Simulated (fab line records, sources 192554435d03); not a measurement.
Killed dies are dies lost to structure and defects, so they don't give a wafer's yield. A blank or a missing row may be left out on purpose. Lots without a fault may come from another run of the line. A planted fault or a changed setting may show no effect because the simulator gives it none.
fab line records | flow n5_finfet
record lots=24 wafers=72 last_day=17
route steps=1938 shown BEOL_M8@1353 BEOL_M9@1436
lots that met no fault: from a run of the same line without faults
start_h: hours from the record's first day to the start of the lot's first wafer shown | wait_h: hours since the lot's step before | " the same as in the row above | L1.1+2: a row that stands for several wafers | - no value, or no start given | * or withheld: withheld | < > ~ a bound
route shown NAME@n: a module of which the file shows steps, and the number in the route of the first | usual: mean/standard deviation of fault-free wafers | same: alike in all rows | chamber/n: place in a boat | sites: the reading at each site | _std_site: their standard deviation | _edge_site: outer sites' mean less inner sites' | radius_mm: how far each site lies from the wafer's centre | mask NAME#n: copy n | behind: the tool/chamber that last shaped the wafer | hold: why the lot was held/for how many hours/how that ended | device: the transistor (n, p or np) that didn't switch | end of line: the same wafers' tests at the end of the route | a step without rows: its recipe alone | killed: dies lost to structure and defects at the first sort, not the wafer's yield | map: a wafer's dies, x killed, . not, _ none there
set.NAME: the setting as run; set.NAME@STEP: as run at that earlier step | model.NAME: the simulator's own value behind a step, which no gauge read
steps of the route over a sample of lots; a table a step, a row a wafer
services: from which hour (start_h, from the record's first day; less than 0 if before it) a tool's chamber was out of use, for how many hours, and why
## steps
# step N5_BEOL_M8_HM_OPEN_17
# recipe chemistry=Cl2/BCl3 target_depth_a=200 overetch_a=60 target=TiN mask_material=SOC ion_energy_ev=150 pressure_mtorr=10 icp_w=1000 bias_w=126 Cl2_flow_sccm=53.25 bcl3_flow_sccm=21.75 Ar_flow_sccm=25
# usual bias_w=126.0/0.37 drypump_motor_current_A=5.6/0.61 oes_product_au=0.65/0.081 throttle_valve_pct=22.1/0.32
# columns lot.wafer tool chamber start_h wait_h bias_w drypump_motor_current_A oes_product_au rf_hours_counter_h throttle_valve_pct
L075.3 rie_metal-02 1 194.16 0.1 125.6 5.0 0.57 - 21.8
L075.4 " 0 " " 125.7 5.5 0.70 - 22.1
L075.6 " 1 " " 125.7 5.0 0.57 - 21.8
L074.1 rie_metal-01 0 200.68 0.0 126.3 5.0 0.56 100 22.6
L074.2 " 1 " " 126.2 6.6 0.76 11 21.9
L074.4 " 0 " " 126.0 5.0 0.56 - 22.6
L076.2 rie_metal-02 0 212.64 0.0 126.3 5.5 0.68 33 22.1
L076.3 " 0 " " 126.9 5.5 0.68 - 22.1
L076.5 " 1 " " 126.6 5.0 0.56 - 21.8
L077.4 rie_metal-02 0 213.65 0.1 126.2 5.5 0.68 - 22.1
L077.5 " 1 " " 125.8 5.0 0.57 - 21.8
L077.6 " 0 " " 125.7 5.5 0.69 - 22.1
L079.2 rie_metal-01 1 220.60 0.0 126.0 6.6 0.74 13 21.9
L079.3 " 0 " " 126.1 5.0 0.56 - 22.6
L079.6 " 0 " " 125.8 5.0 0.55 - 22.6
L078.1 rie_metal-02 1 227.16 0.0 125.5 5.0 0.57 91 21.8
L078.2 " 1 " " 126.1 5.0 0.57 - 21.8
L078.6 " 1 " " 125.6 5.0 0.57 - 21.8
L080.2 rie_metal-01 0 229.55 0.0 126.0 5.0 0.54 103 22.6
L080.3 " 1 " " 125.6 6.6 0.74 - 21.9
L080.6 " 1 " " 125.9 6.6 0.74 - 21.9
L081.2 rie_metal-03 1 230.53 0.0 125.6 5.4 0.78 7 22.3
L081.5 " 0 " " 126.4 5.9 0.71 - 21.6
L081.6 " 1 " " 125.9 5.4 0.78 - 22.3
L082.1 rie_metal-03 0 239.99 0.0 125.6 5.9 0.71 27 21.6
L082.3 " 1 " " 126.4 5.4 0.77 - 22.3
L082.4 " 0 " " 125.8 5.9 0.70 - 21.6
L083.1 rie_metal-03 1 243.63 0.0 126.5 5.5 0.76 9 22.3
L083.2 " 0 " " 126.0 5.9 0.70 27 21.6
L083.4 " 0 " " 125.8 5.9 0.71 - 21.6
L084.2 rie_metal-01 0 262.16 0.0 125.9 5.0 0.56 107 22.6
L084.3 " 0 " " 125.8 5.0 0.55 - 22.6
L084.6 " 1 " " 126.0 6.6 0.73 - 21.9
L087.3 rie_metal-01 1 278.96 0.1 125.7 6.6 0.74 - 21.9
L087.5 " 0 " " 126.1 5.0 0.55 - 22.6
L087.6 " 1 " " 125.7 6.6 0.73 - 21.9
L086.2 rie_metal-02 0 281.07 0.0 125.6 5.5 0.67 38 22.2
L086.4 " 0 " " 125.6 5.5 0.66 - 22.2
L086.6 " 1 " " 126.3 5.0 0.55 - 21.8
L085.1 rie_metal-02 1 286.43 0.0 125.8 5.0 0.54 96 21.8
L085.3 " 1 " " 126.0 5.0 0.55 - 21.8
L085.4 " 0 " " 126.1 5.5 0.67 - 22.2
L088.1 rie_metal-01 0 299.60 0.0 125.7 5.0 0.55 110 22.6
L088.5 " 1 " " 125.2 6.6 0.72 - 21.9
L088.6 " 0 " " 125.8 5.0 0.55 - 22.6
L089.3 rie_metal-03 0 299.80 0.1 126.2 5.9 0.69 - 21.6
L089.4 " 1 " " 125.9 5.4 0.74 - 22.3
L089.6 " 0 " " 126.5 5.9 0.69 - 21.6
L091.1 rie_metal-01 0 299.97 0.0 126.2 5.0 0.54 110 22.6
L091.2 " 1 " " 126.3 6.6 0.71 21 21.9
L091.6 " 0 " " 125.9 5.0 0.55 - 22.6
L090.2 rie_metal-03 0 300.60 0.0 126.3 5.9 0.69 32 21.6
L090.4 " 1 " " 126.8 5.5 0.73 - 22.3
L090.5 " 1 " " 126.0 5.4 0.73 - 22.3
L092.1 rie_metal-02 0 302.40 0.0 126.0 5.5 0.67 40 22.2
L092.4 " 0 " " 125.5 5.5 0.67 - 22.2
L092.6 " 0 " " 125.5 5.5 0.67 - 22.1
L093.1 rie_metal-01 0 302.62 0.0 126.2 5.1 0.54 111 22.6
L093.3 " 1 " " 126.5 6.6 0.71 - 22.0
L093.4 " 0 " " 126.1 5.0 0.54 - 22.6
L094.2 rie_metal-01 0 305.61 0.0 126.4 5.0 0.55 111 22.6
L094.3 " 1 " " 125.8 6.6 0.71 - 21.9
L094.5 " 1 " " 125.3 6.6 0.71 - 21.9
L095.4 rie_metal-01 1 331.94 0.1 126.3 6.6 0.71 - 21.9
L095.5 " 1 " " 126.1 6.6 0.71 - 21.9
L095.6 " 0 " " 125.8 5.0 0.54 - 22.6
L096.4 rie_metal-02 1 332.44 0.1 126.1 5.0 0.55 - 21.8
L096.5 " 0 " " 125.6 5.5 0.67 - 22.1
L096.6 " 1 " " 125.7 5.0 0.55 - 21.8
L097.1 rie_metal-02 1 346.20 0.0 125.7 5.0 0.55 102 21.8
L097.4 " 0 " " 126.3 5.5 0.67 - 22.1
L097.5 " 0 " " 126.6 5.5 0.67 - 22.1
# step N5_BEOL_M8_CD_MEAS_28
# recipe target_cd_nm=40 landing_energy_ev=500 detector=se_inlens
# usual cd_nm=40.1/0.32
# columns lot.wafer tool chamber start_h wait_h cd_nm
L075.3 cd_sem-02 0 195.05 - 40.1
L075.4 " 0 " " 39.9
L075.6 " 0 " " 40.1
L074.1 cd_sem-01 0 201.17 - 40.4
L074.2 " 0 " " 40.5
L074.4 " 0 " " 40.2
L076.2 cd_sem-03 0 214.87 - 40.0
L076.3 " 0 " " 39.8
L076.5 " 0 " " 39.9
L077.4 cd_sem-01 0 215.10 - 40.2
L077.5 " 0 " " 40.0
L077.6 " 0 " " 40.0
L079.2 cd_sem-02 0 222.84 - 40.1
L079.3 " 0 " " 40.0
L079.6 " 0 " " 39.6
L078.1 cd_sem-01 0 227.89 - 40.0
L078.2 " 0 " " 39.8
L078.6 " 0 " " 40.1
L080.2 cd_sem-01 0 230.24 - 40.6
L080.3 " 0 " " 40.2
L080.6 " 0 " " 40.2
L081.2 cd_sem-02 0 231.32 - 40.3
L081.5 " 0 " " 40.4
L081.6 " 0 " " 40.4
L082.1 cd_sem-03 0 241.25 - 39.4
L082.3 " 0 " " 39.8
L082.4 " 0 " " 39.7
L083.1 cd_sem-03 0 244.95 - 39.9
L083.2 " 0 " " 40.8
L083.4 " 0 " " 40.5
L084.2 cd_sem-01 0 263.39 - 39.6
L084.3 " 0 " " 39.9
L084.6 " 0 " " 40.0
L086.2 cd_sem-02 0 284.92 - 39.9
L086.4 " 0 " " 39.9
L086.6 " 0 " " 40.2
L087.3 cd_sem-03 0 284.97 - 39.4
L087.5 " 0 " " 39.7
L087.6 " 0 " " 39.8
L085.1 cd_sem-01 0 286.97 - 40.2
L085.3 " 0 " " 40.7
L085.4 " 0 " " 40.4
L088.1 cd_sem-02 0 300.25 - 40.2
L088.5 " 0 " " 40.3
L088.6 " 0 " " 40.5
L089.3 cd_sem-02 0 300.30 - 39.9
L089.4 " 0 " " 40.5
L089.6 " 0 " " 39.9
L091.1 cd_sem-01 0 300.46 - 39.9
L091.2 " 0 " " 40.3
L091.6 " 0 " " 39.9
L090.2 cd_sem-01 0 301.27 - 40.3
L090.4 " 0 " " 40.4
L090.5 " 0 " " 40.5
L093.1 cd_sem-01 0 304.12 - 40.3
L093.3 " 0 " " 40.4
L093.4 " 0 " " 40.1
L092.1 cd_sem-03 0 304.29 - 39.9
L092.4 " 0 " " 39.7
L092.6 " 0 " " 39.9
L094.2 cd_sem-03 0 306.68 - 39.8
L094.3 " 0 " " 39.7
L094.5 " 0 " " 39.9
L095.4 cd_sem-02 0 332.65 - 40.4
L095.5 " 0 " " 40.4
L095.6 " 0 " " 40.1
L096.4 cd_sem-02 0 334.34 - 39.8
L096.5 " 0 " " 40.2
L096.6 " 0 " " 40.3
L097.1 cd_sem-01 0 346.82 - 40.1
L097.4 " 0 " " 40.0
L097.5 " 0 " " 40.1
# step N5_BEOL_M8_OVL_MEAS_29
# recipe points_per_wafer=522
# usual V7_OVL=0.0/0.62
# columns lot.wafer tool chamber start_h wait_h V7_OVL[nm]
L075.3 overlay-02 0 195.09 0.0 -0.3
L075.4 " 0 " " 0.7
L075.6 " 0 " " 0.5
L074.1 overlay-02 0 201.21 0.0 0.9
L074.2 " 0 " " -0.6
L074.4 " 0 " " -0.3
L076.2 overlay-01 0 214.90 0.0 -0.5
L076.3 " 0 " " -0.3
L076.5 " 0 " " -0.9
L077.4 overlay-02 0 215.15 0.0 0.1
L077.5 " 0 " " -0.2
L077.6 " 0 " " 1.6
L079.2 overlay-01 0 222.87 0.0 -0.5
L079.3 " 0 " " -1.5
L079.6 " 0 " " -0.1
L078.1 overlay-02 0 227.92 0.0 0.2
L078.2 " 0 " " 0.4
L078.6 " 0 " " -0.2
L080.2 overlay-02 0 230.27 0.0 0.2
L080.3 " 0 " " 0.6
L080.6 " 0 " " 0.1
L081.2 overlay-02 0 231.36 0.0 0.2
L081.5 " 0 " " -0.6
L081.6 " 0 " " 0.8
L082.1 overlay-02 0 241.28 0.0 -0.2
L082.3 " 0 " " 0.4
L082.4 " 0 " " -0.4
L083.1 overlay-01 0 244.98 0.0 0.9
L083.2 " 0 " " 0.1
L083.4 " 0 " " 0.5
L084.2 overlay-02 0 263.43 0.0 -0.1
L084.3 " 0 " " -0.4
L084.6 " 0 " " -0.8
L086.2 overlay-02 0 284.96 0.0 -0.3
L086.4 " 0 " " -0.4
L086.6 " 0 " " -0.8
L087.3 overlay-01 0 285.01 0.0 0.4
L087.5 " 0 " " -0.6
L087.6 " 0 " " 0.2
L085.1 overlay-02 0 287.00 0.0 -0.2
L085.3 " 0 " " -0.6
L085.4 " 0 " " 0.3
L088.1 overlay-01 0 300.28 0.0 0.5
L088.5 " 0 " " 0.0
L088.6 " 0 " " 1.2
L089.3 overlay-01 0 300.34 0.0 -0.2
L089.4 " 0 " " -0.6
L089.6 " 0 " " -0.1
L091.1 overlay-01 0 300.49 0.0 -0.1
L091.2 " 0 " " -0.8
L091.6 " 0 " " -0.6
L090.2 overlay-02 0 301.31 0.0 0.1
L090.4 " 0 " " -0.3
L090.5 " 0 " " -1.2
L093.1 overlay-02 0 304.15 0.0 -0.9
L093.3 " 0 " " -0.4
L093.4 " 0 " " 0.1
L092.1 overlay-02 0 304.32 0.0 -1.1
L092.4 " 0 " " -0.2
L092.6 " 0 " " -0.1
L094.2 overlay-01 0 306.71 0.0 0.4
L094.3 " 0 " " 1.1
L094.5 " 0 " " 1.0
L095.4 overlay-01 0 332.69 0.0 -0.3
L095.5 " 0 " " 0.2
L095.6 " 0 " " 0.8
L096.4 overlay-01 0 334.39 0.0 -0.2
L096.5 " 0 " " 0.0
L096.6 " 0 " " 0.4
L097.1 overlay-02 0 346.85 0.0 0.9
L097.4 " 0 " " 0.3
L097.5 " 0 " " 0.3
# step N5_BEOL_M8_INSPECT_58
# recipe inspect_instrument=darkfield mode=post_dep
# usual raw_defect_count=85/35
# columns lot.wafer tool chamber start_h wait_h raw_defect_count
L075.3 defect_inspect-02 - 198.70 0.0 50
L075.4 " - " " 52
L075.6 " - " " 57
L074.1 defect_inspect-02 - 204.99 0.0 91
L074.2 " - " " 80
L074.4 " - " " 65
L076.2 defect_inspect-01 - 218.72 0.0 31
L076.3 " - " " 67
L076.5 " - " " 74
L077.4 defect_inspect-02 - 219.03 0.0 100
L077.5 " - " " 53
L077.6 " - " " 57
L079.2 defect_inspect-01 - 226.43 0.0 57
L079.3 " - " " 81
L079.6 " - " " 111
L078.1 defect_inspect-02 - 231.22 0.0 101
L078.2 " - " " 72
L078.6 " - " " 128
L080.2 defect_inspect-02 - 232.97 0.0 62
L080.3 " - " " 70
L080.6 " - " " 76
L081.2 defect_inspect-02 - 235.22 0.0 183
L081.5 " - " " 202
L081.6 " - " " 151
L082.1 defect_inspect-02 - 244.00 0.0 33
L082.3 " - " " 62
L082.4 " - " " 49
L083.1 defect_inspect-02 - 248.24 0.0 115
L083.2 " - " " 61
L083.4 " - " " 84
L084.2 defect_inspect-02 - 268.97 0.0 95
L084.3 " - " " 73
L084.6 " - " " 71
L086.2 defect_inspect-01 - 288.33 0.0 78
L086.4 " - " " 87
L086.6 " - " " 61
L087.3 defect_inspect-02 - 288.60 0.0 100
L087.5 " - " " 133
L087.6 " - " " 101
L085.1 defect_inspect-02 - 290.58 0.0 107
L085.3 " - " " 104
L085.4 " - " " 157
L088.1 defect_inspect-02 - 303.14 0.1 91
L088.5 " - " " 72
L088.6 " - " " 71
L089.3 defect_inspect-01 - 303.18 0.0 47
L089.4 " - " " 56
L089.6 " - " " 36
L091.1 defect_inspect-01 - 303.98 0.0 24
L091.2 " - " " 32
L091.6 " - " " 36
L090.2 defect_inspect-01 - 304.14 0.0 92
L090.4 " - " " 86
L090.5 " - " " 119
L093.1 defect_inspect-02 - 308.01 0.0 89
L093.3 " - " " 98
L093.4 " - " " 65
L092.1 defect_inspect-02 - 308.28 0.0 128
L092.4 " - " " 114
L092.6 " - " " 96
L094.2 defect_inspect-02 - 309.79 0.0 63
L094.3 " - " " 65
L094.5 " - " " 99
L095.4 defect_inspect-02 - 336.91 0.0 125
L095.5 " - " " 99
L095.6 " - " " 113
L096.4 defect_inspect-02 - 338.33 0.0 77
L096.5 " - " " 119
L096.6 " - " " 117
L097.1 defect_inspect-01 - 352.33 0.0 69
L097.4 " - " " 95
L097.5 " - " " 54
# step N5_BEOL_M9_INSPECT_30
# recipe mode=adi inspect_instrument=brightfield
# usual raw_defect_count=431/100
# columns lot.wafer tool chamber start_h wait_h raw_defect_count
L075.3 defect_inspect-02 - 201.63 0.0 468
L075.4 " - " " 323
L075.6 " - " " 411
L074.1 defect_inspect-02 - 208.72 0.1 429
L074.2 " - " " 363
L074.4 " - " " 284
L076.2 defect_inspect-02 - 222.97 0.0 354
L076.3 " - " " 440
L076.5 " - " " 463
L077.4 defect_inspect-01 - 223.13 0.0 476
L077.5 " - " " 391
L077.6 " - " " 295
L079.2 defect_inspect-02 - 228.59 0.0 291
L079.3 " - " " 482
L079.6 " - " " 413
L078.1 defect_inspect-02 - 233.54 0.1 491
L078.2 " - " " 357
L078.6 " - " " 409
L080.2 defect_inspect-02 - 235.70 0.1 421
L080.3 " - " " 602
L080.6 " - " " 467
L081.2 defect_inspect-02 - 238.19 0.0 624
L081.5 " - " " 592
L081.6 " - " " 612
L082.1 defect_inspect-01 - 247.95 0.1 298
L082.3 " - " " 415
L082.4 " - " " 266
L083.1 defect_inspect-01 - 251.25 0.1 389
L083.2 " - " " 387
L083.4 " - " " 338
L084.2 defect_inspect-02 - 271.05 0.0 518
L084.3 " - " " 431
L084.6 " - " " 478
L086.2 defect_inspect-01 - 290.90 0.0 355
L086.4 " - " " 395
L086.6 " - " " 343
L087.3 defect_inspect-02 - 291.74 0.0 465
L087.5 " - " " 422
L087.6 " - " " 339
L085.1 defect_inspect-02 - 293.30 0.1 319
L085.3 " - " " 724
L085.4 " - " " 536
L088.1 defect_inspect-01 - 306.62 0.1 458
L088.5 " - " " 594
L088.6 " - " " 533
L089.3 defect_inspect-01 - 306.81 0.0 282
L089.4 " - " " 381
L089.6 " - " " 487
L091.1 defect_inspect-01 - 306.97 0.1 173
L091.2 " - " " 225
L091.6 " - " " 217
L090.2 defect_inspect-01 - 307.01 0.0 505
L090.4 " - " " 462
L090.5 " - " " 400
L093.1 defect_inspect-02 - 314.53 0.1 572
L093.3 " - " " 761
L093.4 " - " " 459
L092.1 defect_inspect-01 - 314.57 0.1 466
L092.4 " - " " 413
L092.6 " - " " 348
L094.2 defect_inspect-01 - 314.61 0.0 479
L094.3 " - " " 341
L094.5 " - " " 365
L095.4 defect_inspect-02 - 343.53 0.0 479
L095.5 " - " " 444
L095.6 " - " " 531
L096.4 defect_inspect-01 - 343.57 0.0 387
L096.5 " - " " 409
L096.6 " - " " 394
L097.1 defect_inspect-02 - 357.70 0.1 405
L097.4 " - " " 422
L097.5 " - " " 463
# step N5_BEOL_M9_ETCH_76
# recipe chemistry=N2/H2 target=underlayer target_depth_a=65 mask_material=CAR-EUV time_s=5.2 ion_energy_ev=200 pressure_mtorr=30 source_w=840 bias_w=150 n2_flow_sccm=200 h2_flow_sccm=200 ends=cleared
# usual bias_w=150.0/0.4 drypump_motor_current_A=5.5/0.34 etch_rf_on_time_s=5.17/0.18 oes_product_au=0.68/0.086 rf_vpp_V=524.5/2.2 showerhead_plenum_p_Torr=2.56/0.069 throttle_valve_pct=17.86/0.28
# columns lot.wafer tool chamber start_h wait_h bias_w drypump_motor_current_A etch_rf_on_time_s oes_product_au rf_hours_counter_h rf_vpp_V showerhead_plenum_p_Torr throttle_valve_pct
L075.3 rie_diel-02 0 201.95 0.0 150.0 5.9 5.45 0.72 47 526.8 2.56 17.46
L075.4 " 3 " " 150.1 5.8 5.35 0.59 - 526.4 2.50 18.21
L075.6 " 0 " " 149.9 5.8 5.44 0.72 - 526.6 2.56 17.47
L074.1 rie_diel-02 0 208.79 0.0 150.7 5.9 5.40 0.71 49 528.5 2.56 17.49
L074.2 " 3 " " 150.7 5.8 5.18 0.59 239 522.7 2.50 18.22
L074.4 " 3 " " 150.1 5.8 5.26 0.59 - 523.2 2.50 18.20
L076.2 rie_diel-01 3 223.04 0.0 149.8 5.2 5.20 0.59 237 522.6 2.51 18.07
L076.3 " 0 " " 150.1 5.3 5.03 0.72 49 524.0 2.56 17.91
L076.5 " 3 " " 150.0 5.2 5.22 0.58 - 522.3 2.51 18.11
L077.4 rie_diel-06 1 223.27 0.0 150.0 6.0 5.13 0.60 227 527.1 2.63 18.25
L077.5 " 1 " " 149.3 6.0 5.08 0.60 - 525.0 2.63 18.26
L077.6 " 2 " " 149.3 5.0 4.87 0.76 - 523.1 2.57 17.70
L079.2 rie_diel-02 2 228.65 0.0 149.3 5.7 5.30 0.81 5 527.1 2.57 17.26
L079.3 " 3 " " 149.9 5.7 5.31 0.59 246 523.2 2.50 18.23
L079.6 " 2 " " 149.8 5.7 5.34 0.81 - 525.7 2.57 17.28
L078.1 rie_diel-01 1 233.79 0.0 150.4 5.5 5.29 0.63 175 528.0 2.63 17.94
L078.2 " 2 " " 149.7 5.9 5.20 0.60 225 521.5 2.51 18.37
L078.6 " 2 " " 149.7 5.8 5.20 0.61 - 523.1 2.51 18.36
L080.2 rie_diel-06 3 235.89 0.0 150.4 4.9 4.98 0.60 236 522.4 2.38 18.20
L080.3 " 2 " " 150.3 5.0 4.98 0.72 77 523.5 2.57 17.72
L080.6 " 2 " " 150.3 5.0 4.96 0.73 - 525.9 2.57 17.72
L081.2 rie_diel-06 1 238.26 0.0 150.2 6.0 5.14 0.59 232 523.8 2.62 18.30
L081.5 " 3 " " 150.4 4.9 5.06 0.59 - 522.1 2.38 18.19
L081.6 " 2 " " 150.8 5.1 4.97 0.74 - 524.2 2.57 17.75
L082.1 rie_diel-02 2 248.42 0.0 150.6 5.6 5.25 0.78 13 524.5 2.57 17.29
L082.3 " 0 " " 150.4 5.8 5.42 0.71 64 525.2 2.55 17.50
L082.4 " 0 " " 149.4 5.8 5.38 0.71 - 523.3 2.55 17.52
L083.1 rie_diel-01 3 251.55 0.0 149.7 5.2 5.26 0.58 249 521.6 2.50 18.10
L083.2 " 2 " " 151.1 5.8 5.22 0.59 232 523.2 2.51 18.37
L083.4 " 2 " " 149.9 5.9 5.24 0.60 - 521.0 2.51 18.37
L084.2 rie_diel-06 2 271.12 0.0 150.4 5.0 4.93 0.72 88 525.2 2.56 17.75
L084.3 " 3 " " 150.1 4.9 5.05 0.59 248 521.6 2.38 18.22
L084.6 " 3 " " 150.3 4.9 5.03 0.58 - 518.9 2.38 18.23
L086.2 rie_diel-01 0 291.21 0.0 149.4 5.3 5.07 0.72 60 524.3 2.56 17.90
L086.4 " 1 " " 150.2 5.5 5.54 0.60 - 524.1 2.62 17.97
L086.6 " 2 " " 149.8 5.8 5.31 0.59 - 520.4 2.50 18.39
L087.3 rie_diel-02 3 291.91 0.0 149.8 5.7 5.12 0.83 5 524.4 2.50 17.82
L087.5 " 1 " " 150.0 5.9 5.28 0.58 - 523.7 2.49 17.74
L087.6 " 2 " " 150.2 5.6 5.31 0.75 - 525.6 2.56 17.32
L085.1 rie_diel-01 2 293.37 0.0 150.1 5.8 5.19 0.59 248 520.4 2.50 18.38
L085.3 " 0 " " 148.9 5.3 5.02 0.72 61 526.4 2.56 17.92
L085.4 " 2 " " 149.8 5.9 5.24 0.58 - 521.8 2.50 18.39
L088.1 rie_diel-06 3 306.69 0.0 150.4 4.9 5.02 0.87 3 527.1 2.69 17.80
L088.5 " 2 " " 150.2 5.0 4.95 0.73 - 525.2 2.56 17.76
L088.6 " 3 " " 150.6 4.9 4.97 0.85 - 527.3 2.69 17.80
L089.3 rie_diel-01 0 306.93 0.0 150.2 5.3 5.06 0.72 66 524.8 2.56 17.92
L089.4 " 3 " " 149.7 5.2 5.19 0.82 - 523.0 2.50 17.77
L089.6 " 1 " " 149.2 5.5 5.43 0.60 - 524.9 2.62 17.98
L091.1 rie_diel-02 0 307.40 0.0 150.5 5.8 5.48 0.68 82 524.6 2.54 17.53
L091.2 " 2 " " 150.0 5.7 5.22 0.76 31 525.1 2.56 17.34
L091.6 " 3 " " 150.5 5.7 5.09 0.81 - 522.7 2.49 17.83
L090.2 rie_diel-06 3 307.42 0.0 149.9 4.9 4.92 0.86 4 528.3 2.69 17.80
L090.4 " 0 " " 150.2 5.3 4.83 0.62 - 525.9 2.64 17.98
L090.5 " 3 " " 150.3 4.9 4.95 0.85 - 530.4 2.69 17.82
L093.1 rie_diel-06 1 314.60 0.0 150.0 5.9 5.03 0.86 0 526.5 2.62 17.85
L093.3 " 3 " " 150.3 4.9 4.90 0.84 6 528.5 2.69 17.83
L093.4 " 0 " " 149.9 5.3 4.85 0.63 201 527.9 2.64 17.97
L092.1 rie_diel-02 3 314.64 0.0 149.7 5.7 5.09 0.80 13 521.9 2.49 17.82
L092.4 " 2 " " 149.8 5.6 5.25 0.77 - 526.6 2.56 17.31
L092.6 " 0 " " 149.9 5.8 5.42 0.68 - 524.3 2.54 17.53
L094.2 rie_diel-01 1 315.03 0.0 150.2 5.5 5.51 0.59 206 528.0 2.62 17.98
L094.3 " 0 " " 149.9 5.3 5.20 0.69 70 526.3 2.56 17.93
L094.5 " 1 " " 149.2 5.5 5.50 0.59 - 528.0 2.62 17.97
L095.4 rie_diel-06 1 343.61 0.0 150.1 5.9 5.17 0.81 10 525.9 2.61 17.85
L095.5 " 2 " " 150.0 5.0 5.00 0.70 - 525.4 2.55 17.79
L095.6 " 3 " " 149.8 4.9 5.00 0.82 - 529.4 2.69 17.82
L096.4 rie_diel-02 2 343.67 0.0 149.8 5.7 5.21 0.74 45 524.7 2.56 17.35
L096.5 " 2 " " 150.2 5.6 5.19 0.74 - 525.2 2.56 17.33
L096.6 " 3 " " 149.4 5.7 5.12 0.79 - 523.2 2.49 17.82
L097.1 rie_diel-01 0 357.90 0.0 150.1 5.3 5.02 0.70 83 525.0 2.55 17.92
L097.4 " 1 " " 149.6 5.5 5.43 0.58 220 524.9 2.61 18.02
L097.5 " 0 " " 149.9 5.3 5.04 0.70 - 526.1 2.55 17.96
## services
# columns tool chamber start_h hours kind
rie_diel-02 1 178.83 7.1 repair
rie_metal-01 - 179.59 0.4 repair
rie_diel-02 2 196.07 - clean
rie_diel-02 2 196.07 - consumable_replace:focus_ring
rie_metal-02 0 218.57 12.5 repair
rie_diel-01 2 220.13 3.2 repair
rie_metal-02 - 233.20 1.2 repair
rie_diel-02 3 236.85 - clean
rie_diel-02 3 236.85 - consumable_replace:focus_ring
rie_diel-02 3 236.85 19.3 scheduled_down
rie_diel-02 3 236.85 19.3 vent_cycle
rie_metal-02 - 247.54 2.8 pm
rie_diel-02 3 266.56 10.3 repair
rie_diel-06 3 276.06 - clean
rie_diel-06 3 276.06 - consumable_replace:focus_ring
rie_diel-06 3 276.06 - consumable_replace:showerhead
rie_diel-02 3 320.24 22.2 repair
rie_metal-01 0 337.94 - clean
rie_metal-01 0 337.94 15.1 scheduled_down
rie_metal-01 0 337.94 15.1 vent_cycle
rie_metal-01 1 350.09 25.5 repair
rie_diel-01 0 350.91 2.9 repair
rie_diel-06 2 352.76 1.7 repair
rie_diel-02 1 356.52 10.3 repair
## key
fault none
